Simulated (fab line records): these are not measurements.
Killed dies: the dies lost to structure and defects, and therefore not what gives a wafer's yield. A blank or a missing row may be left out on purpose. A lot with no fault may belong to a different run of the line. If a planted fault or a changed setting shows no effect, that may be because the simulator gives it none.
fab line records | flow n5Finfet
record lots=7 wafers=39
route steps=1938 shown BEOL_M12@1639 BEOL_M14@1753 PAD_METAL@1895
startH: start of the lot's first displayed wafer, in hours after the record's first day | waitH: hours elapsed since this lot's preceding step | " as in the row above | L1.1+2: one row covering several wafers at once | - either no value or no given start | * or withheld: withheld | < > ~ a bound
route shown NAME@n: a module of which the file shows steps, and the number in the route of the first | usual: mean and standard deviation over wafers with no fault | same: alike in all rows | chamber/n: place in a boat | sites: the reading at each site | _std_site: their standard deviation | _edge_site: inner sites' mean taken away from outer sites' mean | radiusMm: for every site, how far away it sits from the centre of the wafer | mask NAME#n: copy n | behind: tool/chamber where the wafer was last shaped | hold: the reason the lot was held/the length of the hold in hours/how it ended | device: the transistor (n, p or np) that didn't switch | end of line: the route-end tests of the same wafers | for a step that has no rows: nothing shown but its recipe | killed: dies that structure and defects cost at the first sort, which is not the same as the wafer's yield | map: the dies of a wafer, with x for killed, . for not killed, _ for no die there
set.NAME: the setting as run; set.NAME@STEP: as run at that earlier step | model.NAME: the simulator's own value behind a step, which no gauge read
lots whose settings were changed on purpose; a table a step, a row a wafer
## steps
# step N5_BEOL_M12_TRENCH_ETCH_34
# recipe chemistry=C4F8/O2/Ar target=SiOC targetDepthA=3189.5 maskMaterial=SOC pressureMtorr=30 sourceW=3000 biasW=700 Ar_flow_sccm=400 C4F8_flow_sccm=15 O2_flow_sccm=8 heInnerTorr=15 heOuterTorr=30 timeS=125.5 ionEnergyEv=250
# columns lot.wafer tool chamber startH waitH set.timeS model.etch.depthNm
L077.1 rieDiel-04 0 318.54 0.0 125.5 320.2
L077.2 " 2 " " 125.5 312.3
L077.3 " 1 " " 125.5 318.6
L077.4 " 0 " " 125.5 317.8
L077.5 " 2 " " 125.5 309.7
L077.6 " 1 " " 125.5 321.3
L080.1 rieDiel-04 1 330.91 0.0 125.5 319.2
L080.2 " 2 " " 125.5 311.2
L080.3 " 3 " " 125.5 324.4
L080.4 " 0 " " 125.5 314.8
L080.5 " 3 " " 125.5 326.2
L080.6 " 2 " " 125.5 309.7
L085.1 rieDiel-04 0 361.27 0.0 88.12 225.8
L085.2 " 3 " " 125.5 328.7
L085.3 " 2 " " 88.12 218.2
L085.4 " 1 " " 88.12 222.3
L085.5 " 3 " " 125.5 326.4
L085.6 " 2 " " 125.5 311.8
L089.1 rieDiel-04 2 383.67 0.0 125.5 317.1
L089.2 " 3 " " 125.5 328.7
L089.6 " 1 " " 125.5 323.4
L091.1 rieDiel-05 3 395.41 0.0 125.5 311.8
L091.2 " 2 " " 179.5 448.1
L091.3 " 1 " " 179.5 454.1
L091.4 " 0 " " 125.5 317.8
L091.5 " 1 " " 125.5 320.7
L091.6 " 2 " " 179.5 451.2
L092.1 rieDiel-04 3 428.78 0.0 168.9 430.3
L092.2 " 2 " " 168.9 418.3
L092.3 " 0 " " 125.5 317.3
L092.4 " 1 " " 168.9 428.4
L092.5 " 0 " " 125.5 319.9
L092.6 " 3 " " 125.5 321.2
L097.1 rieDiel-01 0 438.46 0.0 101.1 261.2
L097.2 " 2 " " 125.5 318.8
L097.3 " 3 " " 125.5 305.7
L097.4 " 2 " " 125.5 316.2
L097.5 " 3 " " 101.1 246.3
L097.6 " 0 " " 101.1 261.7
# step N5_BEOL_M12_STRIP_70
# recipe chemistry=C4F8/O2/Ar resist=SiARC rfFrequencyHz=6e+07
# step N5_BEOL_M12_OCD_MEAS_35
# usual trenchDepthNm=317/5.7
# columns lot.wafer tool chamber startH waitH set.timeS@BEOL_M12_TRENCH_ETCH_34 trenchDepthNm
L077.1 ocd-01 - 318.69 0.0 125.5 320
L077.2 " - " " 125.5 313
L077.3 " - " " 125.5 319
L077.4 " - " " 125.5 318
L077.5 " - " " 125.5 310
L077.6 " - " " 125.5 321
L080.1 ocd-01 - 331.07 0.0 125.5 319
L080.2 " - " " 125.5 311
L080.3 " - " " 125.5 324
L080.4 " - " " 125.5 315
L080.5 " - " " 125.5 326
L080.6 " - " " 125.5 310
L085.1 ocd-02 - 361.42 0.0 88.12 225
L085.2 " - " " 125.5 329
L085.3 " - " " 88.12 218
L085.4 " - " " 88.12 223
L085.5 " - " " 125.5 326
L085.6 " - " " 125.5 312
L089.1 ocd-01 - 383.83 0.0 125.5 317
L089.2 " - " " 125.5 329
L089.6 " - " " 125.5 324
L091.1 ocd-01 - 395.57 0.0 125.5 312
L091.2 " - " " 179.5 448
L091.3 " - " " 179.5 454
L091.4 " - " " 125.5 318
L091.5 " - " " 125.5 321
L091.6 " - " " 179.5 451
L092.1 ocd-01 - 428.93 0.0 168.9 430
L092.2 " - " " 168.9 418
L092.3 " - " " 125.5 318
L092.4 " - " " 168.9 429
L092.5 " - " " 125.5 320
L092.6 " - " " 125.5 321
L097.1 ocd-02 - 438.61 0.0 101.1 261
L097.2 " - " " 125.5 319
L097.3 " - " " 125.5 306
L097.4 " - " " 125.5 316
L097.5 " - " " 101.1 246
L097.6 " - " " 101.1 262
# step N5_BEOL_M12_STRIP_37
# recipe chemistry=N2/H2 powerW=1000 tempC=250 h2Frac=0.65 overashFraction=0.3 pressureMtorr=withheld n2FlowSccm=1750 h2FlowSccm=3250
# step N5_BEOL_M12_ETCH_38
# recipe chemistry=CF4/N2 target=SiCN targetDepthA=687 taperDeg=2 timeS=73.4 ionEnergyEv=150 maskMaterial=SiO2 pressureMtorr=40 sourceW=430 biasW=70 Ar_flow_sccm=100 cf4FlowSccm=60 n2FlowSccm=60
# step N5_BEOL_M12_ECD_47
# recipe material=Cu targetThkA=7200
# step N5_BEOL_M12_ANNEAL_48
# recipe tempC=225 timeS=90 ambient=N2
# step N5_BEOL_M12_CMP_49
# recipe stopOn=SiOC tOverpolishS=20.6 downForcePsi=1 platenRpm=50 clearingPlatenDownForcePsi=1.5 clearingPlatenRpm=50 postCmpClean=cuAlkaline targetThkNm=320 clearingPlatenPadVelocityMS=0.99484 padVelocityMS=0.99484
# columns lot.wafer tool chamber startH waitH set.timeS@BEOL_M12_TRENCH_ETCH_34 model.Cu_of_BEOL_M12_ECD_47.thkNm
L077.4 cmp-01 1 324.00 0.1 125.5 316.8
L077.3 " 2 " " 125.5 319.8
L077.2 " 3 " " 125.5 312.6
L077.1 " 0 " " 125.5 320.6
L077.6 " 1 " " 125.5 320.4
L077.5 " 2 " " 125.5 310.2
L080.1 cmp-04 3 332.82 0.3 125.5 320.2
L080.3 " 0 " " 125.5 326.4
L080.4 " 1 " " 125.5 312.4
L080.2 " 2 " " 125.5 311.4
L080.6 " 3 " " 125.5 309.8
L080.5 " 0 " " 125.5 327.8
L085.1 cmp-03 3 364.63 0.3 88.12 228.6
L085.3 " 0 " " 88.12 221.2
L085.4 " 1 " " 88.12 224.6
L085.2 " 2 " " 125.5 332.4
L085.6 " 3 " " 125.5 314.8
L085.5 " 0 " " 125.5 329.2
L089.1 cmp-01 0 388.22 0.3 125.5 318.8
L089.2 " 2 " " 125.5 330.2
L089.6 " 0 " " 125.5 325.4
L091.1 cmp-03 2 397.81 0.3 125.5 313.8
L091.3 " 3 " " 179.5 456
L091.4 " 0 " " 125.5 320.6
L091.2 " 1 " " 179.5 449.4
L091.6 " 2 " " 179.5 454.4
L091.5 " 3 " " 125.5 324
L092.3 cmp-03 2 430.25 0.2 125.5 318.6
L092.4 " 3 " " 168.9 431.4
L092.2 " 0 " " 168.9 419.8
L092.1 " 1 " " 168.9 430.4
L092.5 " 2 " " 125.5 322.2
L092.6 " 3 " " 125.5 325
L097.1 cmp-01 2 440.52 0.3 101.1 262.6
L097.3 " 3 " " 125.5 308.6
L097.4 " 0 " " 125.5 318.4
L097.2 " 1 " " 125.5 320
L097.6 " 2 " " 101.1 262.8
L097.5 " 3 " " 101.1 248
# step N5_BEOL_M12_THK_MEAS_50
# recipe thkMeasGauge=xrf reads=Cu_of_BEOL_M12_ECD_47
# usual M12_THK=325/6.8
# columns lot.wafer tool chamber startH waitH set.timeS@BEOL_M12_TRENCH_ETCH_34 M12_THK[nm]
L077.1 filmMetro-02 - 324.29 - 125.5 330
L077.2 " - " " 125.5 323
L077.3 " - " " 125.5 330
L077.4 " - " " 125.5 326
L077.5 " - " " 125.5 319
L077.6 " - " " 125.5 329
L080.1 filmMetro-01 - 333.12 - 125.5 328
L080.2 " - " " 125.5 319
L080.3 " - " " 125.5 335
L080.4 " - " " 125.5 320
L080.5 " - " " 125.5 336
L080.6 " - " " 125.5 318
L085.1 filmMetro-02 - 364.93 - 88.12 232
L085.2 " - " " 125.5 337
L085.3 " - " " 88.12 224
L085.4 " - " " 88.12 228
L085.5 " - " " 125.5 335
L085.6 " - " " 125.5 319
L089.1 filmMetro-02 - 388.47 - 125.5 325
L089.2 " - " " 125.5 337
L089.6 " - " " 125.5 330
L091.1 filmMetro-01 - 398.11 - 125.5 321
L091.2 " - " " 179.5 459
L091.3 " - " " 179.5 465
L091.4 " - " " 125.5 327
L091.5 " - " " 125.5 331
L091.6 " - " " 179.5 463
L092.1 filmMetro-01 - 430.54 - 168.9 442
L092.2 " - " " 168.9 429
L092.3 " - " " 125.5 326
L092.4 " - " " 168.9 443
L092.5 " - " " 125.5 330
L092.6 " - " " 125.5 333
L097.1 filmMetro-01 - 440.81 - 101.1 267
L097.2 " - " " 125.5 329
L097.3 " - " " 125.5 313
L097.4 " - " " 125.5 325
L097.5 " - " " 101.1 252
L097.6 " - " " 101.1 268
# step N5_BEOL_M12_PRE_CLEAN_52
# recipe gas=NH3 timeS=15 tempC=withheld rfPowerW=300
# step N5_BEOL_M12_DEP_53
# recipe material=SiCN targetThkA=300 tempC=withheld precursor=3MS/NH3 pressureTorr=3 rfW=675 timeS=10.5
# step N5_BEOL_M12_RS_MEAS_54
# recipe thkMeasGauge=four-point-probe reads=Cu_of_BEOL_M12_ECD_47+Ta_of_BEOL_M12_SPUTTER_44+TaN_of_BEOL_M12_SPUTTER_43
# usual M12_RS=0.0603/0.0012
# columns lot.wafer tool chamber startH waitH set.timeS@BEOL_M12_TRENCH_ETCH_34 M12_RS[ohm/sq]
L077.1 filmMetro-02 - 324.42 0.0 125.5 0.0600
L077.2 " - " " 125.5 0.0617
L077.3 " - " " 125.5 0.0600
L077.4 " - " " 125.5 0.0607
L077.5 " - " " 125.5 0.0620
L077.6 " - " " 125.5 0.0600
L080.1 filmMetro-02 - 333.24 0.0 125.5 0.0601
L080.2 " - " " 125.5 0.0619
L080.3 " - " " 125.5 0.0590
L080.4 " - " " 125.5 0.0617
L080.5 " - " " 125.5 0.0587
L080.6 " - " " 125.5 0.0622
L085.1 filmMetro-02 - 365.05 0.0 88.12 0.0857
L085.2 " - " " 125.5 0.0578
L085.3 " - " " 88.12 0.0889
L085.4 " - " " 88.12 0.0874
L085.5 " - " " 125.5 0.0584
L085.6 " - " " 125.5 0.0614
L089.1 filmMetro-02 - 388.62 0.1 125.5 0.0604
L089.2 " - " " 125.5 0.0582
L089.6 " - " " 125.5 0.0590
L091.1 filmMetro-01 - 398.23 0.0 125.5 0.0613
L091.2 " - " " 179.5 0.0422
L091.3 " - " " 179.5 0.0416
L091.4 " - " " 125.5 0.0599
L091.5 " - " " 125.5 0.0592
L091.6 " - " " 179.5 0.0417
L092.1 filmMetro-02 - 430.67 0.0 168.9 0.0441
L092.2 " - " " 168.9 0.0453
L092.3 " - " " 125.5 0.0605
L092.4 " - " " 168.9 0.0441
L092.5 " - " " 125.5 0.0596
L092.6 " - " " 125.5 0.0591
L097.1 filmMetro-01 - 440.94 0.0 101.1 0.0740
L097.2 " - " " 125.5 0.0600
L097.3 " - " " 125.5 0.0623
L097.4 " - " " 125.5 0.0604
L097.5 " - " " 101.1 0.0786
L097.6 " - " " 101.1 0.0739
# step N5_BEOL_M14_TRENCH_ETCH_34
# recipe chemistry=C4F8/O2/Ar target=SiO2 targetDepthA=5566.5 maskMaterial=SOC heInnerTorr=15 heOuterTorr=30 timeS=126.9 ionEnergyEv=800 pressureMtorr=20 sourceW=1905 biasW=2040 Ar_flow_sccm=400 C4F8_flow_sccm=16 O2_flow_sccm=12
# columns lot.wafer tool chamber startH waitH set.timeS model.etch.depthNm
L077.1 rieDiel-01 2 330.59 0.0 167.9 747.9
L077.2 " 0 " " 167.9 712.3
L077.3 " 1 " " 126.9 548.6
L077.4 " 3 " " 126.9 558.9
L077.5 " 3 " " 167.9 725
L077.6 " 0 " " 126.9 544.5
L080.1 rieDiel-05 1 342.11 0.0 126.9 530.6
L080.2 " 2 " " 126.9 565.5
L080.3 " 3 " " 126.9 536.1
L080.4 " 0 " " 160.1 676.6
L080.5 " 2 " " 160.1 709.6
L080.6 " 1 " " 160.1 672.7
L085.1 rieDiel-01 2 371.78 0.0 126.9 581.8
L085.2 " 0 " " 126.9 560.8
L085.3 " 3 " " 126.9 561.4
L085.4 " 1 " " 126.9 554.9
L085.5 " 3 " " 126.9 564.4
L085.6 " 0 " " 126.9 561.3
L089.1 rieDiel-05 3 396.55 0.0 126.9 533.1
L089.2 " 1 " " 126.9 536.3
L089.6 " 1 " " 126.9 535.4
L091.1 rieDiel-01 2 406.41 0.0 126.9 563.3
L091.2 " 1 " " 126.9 530.4
L091.3 " 3 " " 146.3 635.7
L091.4 " 0 " " 126.9 543.5
L091.5 " 0 " " 146.3 625.4
L091.6 " 3 " " 146.3 638.4
L092.1 rieDiel-04 0 440.03 0.0 126.9 563.9
L092.2 " 1 " " 168.8 742.1
L092.3 " 2 " " 126.9 514.7
L092.4 " 3 " " 168.8 759.6
L092.5 " 3 " " 168.8 755.7
L092.6 " 2 " " 126.9 513.1
L097.1 rieDiel-04 3 452.91 0.0 126.9 561.7
L097.2+5 " 0 " " 76.74 336.4
L097.3 " 2 " " 76.74 305.5
L097.4 " 2 " " 126.9 506.5
L097.6 " 3 " " 126.9 563
# step N5_BEOL_M14_STRIP_70
# recipe chemistry=C4F8/O2/Ar resist=SiARC rfFrequencyHz=6e+07
# step N5_BEOL_M14_OCD_MEAS_35
# usual trenchDepthNm=548/19
# columns lot.wafer tool chamber startH waitH set.timeS@BEOL_M14_TRENCH_ETCH_34 trenchDepthNm
L077.1 ocd-02 - 330.74 0.0 167.9 748
L077.2 " - " " 167.9 712
L077.3 " - " " 126.9 548
L077.4 " - " " 126.9 559
L077.5 " - " " 167.9 725
L077.6 " - " " 126.9 545
L080.1 ocd-01 - 342.27 0.0 126.9 530
L080.2 " - " " 126.9 565
L080.3 " - " " 126.9 536
L080.4 " - " " 160.1 676
L080.5 " - " " 160.1 709
L080.6 " - " " 160.1 673
L085.1 ocd-02 - 371.93 0.0 126.9 582
L085.2 " - " " 126.9 560
L085.3 " - " " 126.9 561
L085.4 " - " " 126.9 555
L085.5 " - " " 126.9 565
L085.6 " - " " 126.9 561
L089.1 ocd-01 - 396.70 0.0 126.9 533
L089.2 " - " " 126.9 536
L089.6 " - " " 126.9 536
L091.1 ocd-02 - 406.56 0.0 126.9 563
L091.2 " - " " 126.9 531
L091.3 " - " " 146.3 635
L091.4 " - " " 126.9 543
L091.5 " - " " 146.3 625
L091.6 " - " " 146.3 638
L092.1 ocd-01 - 440.19 0.0 126.9 564
L092.2 " - " " 168.8 742
L092.3 " - " " 126.9 515
L092.4 " - " " 168.8 760
L092.5 " - " " 168.8 756
L092.6 " - " " 126.9 513
L097.1 ocd-02 - 453.06 0.0 126.9 562
L097.2 " - " " 76.74 337
L097.3 " - " " 76.74 305
L097.4 " - " " 126.9 508
L097.5 " - " " 76.74 337
L097.6 " - " " 126.9 563
# step N5_BEOL_M14_STRIP_37
# recipe chemistry=O2 powerW=600 tempC=60 pressureMtorr=30 rfFrequencyHz=6e+07 biasPowerW=0 overashFraction=0.3 o2FlowSccm=225
# step N5_BEOL_M14_ETCH_38
# recipe chemistry=CF4/N2 target=SiCN targetDepthA=1065 taperDeg=2 timeS=120.6 ionEnergyEv=150 maskMaterial=SiO2 pressureMtorr=40 sourceW=430 biasW=70 Ar_flow_sccm=100 cf4FlowSccm=60 n2FlowSccm=60
# step N5_BEOL_M14_ECD_47
# recipe material=Cu targetThkA=12480
# step N5_BEOL_M14_ANNEAL_48
# recipe tempC=225 timeS=90 ambient=N2
# step N5_BEOL_M14_CMP_49
# recipe stopOn=SiO2 tOverpolishS=5.2 downForcePsi=2 platenRpm=80 clearingPlatenDownForcePsi=2 clearingPlatenRpm=80 postCmpClean=cuAlkaline targetThkNm=560 clearingPlatenPadVelocityMS=1.5917 padVelocityMS=1.5917
# columns lot.wafer tool chamber startH waitH set.timeS@BEOL_M14_TRENCH_ETCH_34 model.Cu_of_BEOL_M14_ECD_47.thkNm
L077.3 cmp-01 2 337.05 0.2 126.9 550.8
L077.4 " 3 " " 126.9 562.2
L077.2 " 0 " " 167.9 716.6
L077.1 " 1 " " 167.9 749.8
L077.6 " 2 " " 126.9 548.2
L077.5 " 3 " " 167.9 729.2
L080.3 cmp-03 0 344.11 0.2 126.9 542.6
L080.2 " 1 " " 126.9 569.4
L080.1 " 2 " " 126.9 536
L080.4 " 3 " " 160.1 682.2
L080.6 " 0 " " 160.1 677.4
L080.5 " 1 " " 160.1 713.6
L085.1 cmp-01 3 376.78 0.3 126.9 585.4
L085.2 " 0 " " 126.9 565.4
L085.3 " 1 " " 126.9 563.6
L085.4 " 2 " " 126.9 559.4
L085.5 " 3 " " 126.9 569
L085.6 " 0 " " 126.9 563.8
L089.2 cmp-01 0 400.00 0.2 126.9 540.2
L089.1 " 1 " " 126.9 535.2
L089.6 " 1 " " 126.9 537.6
L091.4 cmp-01 2 414.72 0.1 126.9 548.2
L091.3 " 3 " " 146.3 639.6
L091.2 " 0 " " 126.9 534.8
L091.1 " 1 " " 126.9 565.4
L091.6 " 2 " " 146.3 642.4
L091.5 " 3 " " 146.3 629.4
L092.4 cmp-01 1 447.75 0.1 168.8 761.8
L092.1 " 2 " " 126.9 567.2
L092.2 " 3 " " 168.8 746
L092.3 " 0 " " 126.9 518
L092.6 " 1 " " 126.9 516.2
L092.5 " 2 " " 168.8 759
L097.3 cmp-03 1 455.44 0.2 76.74 308.6
L097.1 " 2 " " 126.9 566
L097.4 " 3 " " 126.9 510
L097.2 " 0 " " 76.74 342.4
L097.6 " 1 " " 126.9 566.6
L097.5 " 2 " " 76.74 340.8
# step N5_BEOL_M14_PRE_CLEAN_52
# recipe gas=NH3 timeS=15 tempC=withheld rfPowerW=300
# step N5_BEOL_M14_DEP_53
# recipe material=SiCN targetThkA=500 tempC=withheld precursor=3MS/NH3 pressureTorr=3 rfW=675 timeS=17.8
# step N5_BEOL_M14_RS_MEAS_54
# recipe thkMeasGauge=four-point-probe reads=Cu_of_BEOL_M14_ECD_47+Ta_of_BEOL_M14_SPUTTER_44+TaN_of_BEOL_M14_SPUTTER_43
# usual M14_RS=0.0338/0.0012
# columns lot.wafer tool chamber startH waitH set.timeS@BEOL_M14_TRENCH_ETCH_34 M14_RS[ohm/sq]
L077.1 filmMetro-02 - 337.48 0.0 167.9 0.0247
L077.2 " - " " 167.9 0.0258
L077.3 " - " " 126.9 0.0339
L077.4 " - " " 126.9 0.0331
L077.5 " - " " 167.9 0.0254
L077.6 " - " " 126.9 0.0340
L080.1 filmMetro-01 - 344.53 0.0 126.9 0.0348
L080.2 " - " " 126.9 0.0327
L080.3 " - " " 126.9 0.0343
L080.4 " - " " 160.1 0.0272
L080.5 " - " " 160.1 0.0260
L080.6 " - " " 160.1 0.0274
L085.1 filmMetro-02 - 377.21 0.0 126.9 0.0318
L085.2 " - " " 126.9 0.0330
L085.3 " - " " 126.9 0.0330
L085.4 " - " " 126.9 0.0333
L085.5 " - " " 126.9 0.0327
L085.6 " - " " 126.9 0.0330
L089.1 filmMetro-02 - 400.43 0.0 126.9 0.0348
L089.2 " - " " 126.9 0.0345
L089.6 " - " " 126.9 0.0347
L091.1 filmMetro-01 - 415.14 0.0 126.9 0.0329
L091.2 " - " " 126.9 0.0348
L091.3 " - " " 146.3 0.0290
L091.4 " - " " 126.9 0.0339
L091.5 " - " " 146.3 0.0295
L091.6 " - " " 146.3 0.0289
L092.1 filmMetro-02 - 448.17 0.0 126.9 0.0328
L092.2 " - " " 168.8 0.0248
L092.3 " - " " 126.9 0.0361
L092.4 " - " " 168.8 0.0243
L092.5 " - " " 168.8 0.0243
L092.6 " - " " 126.9 0.0362
L097.1 filmMetro-02 - 455.86 0.0 126.9 0.0329
L097.2 " - " " 76.74 0.0553
L097.3 " - " " 76.74 0.0615
L097.4 " - " " 126.9 0.0366
L097.5 " - " " 76.74 0.0556
L097.6 " - " " 126.9 0.0329
# step N5_PASSIVATION_SPUTTER_20
# recipe material=TaN targetThkA=500 tempC=25 chamberPressurePa=0.4
# columns lot.wafer tool chamber startH waitH set.targetThkA model.TaN_of_PASSIVATION_SPUTTER_20.thkNm
L077.1+4 pvdSputter-03 - 353.56 0.0 500 50.8
L077.2 " - " " 792.5 79.2
L077.3 " - " " 792.5 78.6
L077.5 " - " " 792.5 80.2
L077.6 " - " " 500 50.2
L080.1 pvdSputter-01 - 357.63 0.0 500 50.2
L080.2 " - " " 241 24.2
L080.3 " - " " 241 24.6
L080.4 " - " " 500 50
L080.5 " - " " 241 24
L080.6 " - " " 500 49.8
L085.1 pvdSputter-03 - 392.45 0.0 500 49
L085.2+6 " - " " 664 65.2
L085.3 " - " " 500 49.6
L085.4 " - " " 664 65.4
L085.5 " - " " 500 48.6
L089.1 pvdSputter-03 - 416.08 0.0 500 49.6
L089.2 " - " " 500 50.2
L089.6 " - " " 500 50.6
L091.1 pvdSputter-02 - 430.48 0.0 797 80
L091.2+4 " - " " 500 50.6
L091.3 " - " " 797 79.8
L091.5 " - " " 797 80.4
L091.6 " - " " 500 50
L092.1+3 pvdSputter-02 - 463.24 0.0 636.2 63.4
L092.2 " - " " 636.2 63.8
L092.4 " - " " 500 50.2
L092.5 " - " " 500 50
L092.6 " - " " 500 49.6
L097.1+6 pvdSputter-03 - 471.19 0.0 500 49.6
L097.2 " - " " 500 50.4
L097.3 " - " " 500 50
L097.4 " - " " 500 49
L097.5 " - " " 500 50.6
## key
split step=N5_BEOL_M12_TRENCH_ETCH_34 setting=timeS stated=125.5 by=wafer
response step=N5_BEOL_M12_TRENCH_ETCH_34 reading=model.etch.depthNm change=+3.14 per=1% r=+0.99
response step=N5_BEOL_M12_OCD_MEAS_35 reading=trenchDepthNm change=+3.14 per=1% r=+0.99
response step=N5_BEOL_M12_CMP_49 reading=model.Cu_of_BEOL_M12_ECD_47.thkNm change=+3.14 per=1% r=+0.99
response step=N5_BEOL_M12_THK_MEAS_50 reading=M12_THK change=+3.2 per=1% r=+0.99
response step=N5_BEOL_M12_RS_MEAS_54 reading=M12_RS change=-0.000565 per=1% r=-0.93
split step=N5_BEOL_M14_TRENCH_ETCH_34 setting=timeS stated=126.9 by=wafer
response step=N5_BEOL_M14_TRENCH_ETCH_34 reading=model.etch.depthNm change=+5.79 per=1% r=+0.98
response step=N5_BEOL_M14_OCD_MEAS_35 reading=trenchDepthNm change=+5.79 per=1% r=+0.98
response step=N5_BEOL_M14_CMP_49 reading=model.Cu_of_BEOL_M14_ECD_47.thkNm change=+5.79 per=1% r=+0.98
response step=N5_BEOL_M14_RS_MEAS_54 reading=M14_RS change=-0.00039 per=1% r=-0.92
split step=N5_PASSIVATION_SPUTTER_20 setting=targetThkA stated=500 by=wafer
response step=N5_PASSIVATION_SPUTTER_20 reading=model.TaN_of_PASSIVATION_SPUTTER_20.thkNm change=+0.496 per=1% r=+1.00
